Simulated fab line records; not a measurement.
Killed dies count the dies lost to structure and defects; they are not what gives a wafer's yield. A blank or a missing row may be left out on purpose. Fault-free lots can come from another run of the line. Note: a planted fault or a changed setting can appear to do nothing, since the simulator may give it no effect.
Chamber matching -- flow n5 finfet -- N5_BEOL_M0_SAQP_HM_DEP_111 on pecvd-02: 3 sister chambers
The step deposits SiO2 from SiH4/N2O, target thk 12 nm, time 7.2 s. 3 wafers are shown with their chamber, then 12 later ones without.

== WAFERS, EACH WITH ITS CHAMBER ==
wafer,chamber,heater power w (W)
L082.4,2,638
L089.2,0,849
L089.4,1,876

== WAFERS WHOSE CHAMBER IS MISSING ==
wafer,heater power w (W)
L092.3,837
L092.4,864
L092.6,868
L093.1,886
L093.2,824
L093.4,916
L096.2,752
L096.3,735
L096.4,606
L097.2,634
L097.4,843
L097.5,859

== WHICH CHAMBER EACH WENT THROUGH ==
wafer,from the rows above,in truth
L092.3,can't be placed: 0 or 1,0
L092.4,can't be placed: 1 or 0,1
L092.6,can't be placed: 1 or 0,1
L093.1,can't be placed: 1 or 0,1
L093.2,can't be placed: 0 or 1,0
L093.4,can't be placed: 1 or 0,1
L096.2,can't be placed: 0 or 2 or 1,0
L096.3,can't be placed: 2 or 0 or 1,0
L096.4,2,2
L097.2,2,2
L097.4,can't be placed: 0 or 1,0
L097.5,can't be placed: 0 or 1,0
2 of 12 placed correctly. Can't be placed from these rows: 10 (the true chamber is among the candidates in 10). Wrongly placed: 0.
How it was worked out, from the rows above alone: a wafer's distance from a chamber is the root of the sum, over the readings, of the square of ((its reading less the chamber's mean) divided by the reading's scatter). The wafer belongs to the nearest chamber; if the next one is less than 2 further off, it can't be placed. For every chamber, the mean is computed from those of its wafers that are shown. The scatter: root of mean squared gap, hidden wafer to nearest shown wafer, with one shown wafer a chamber.
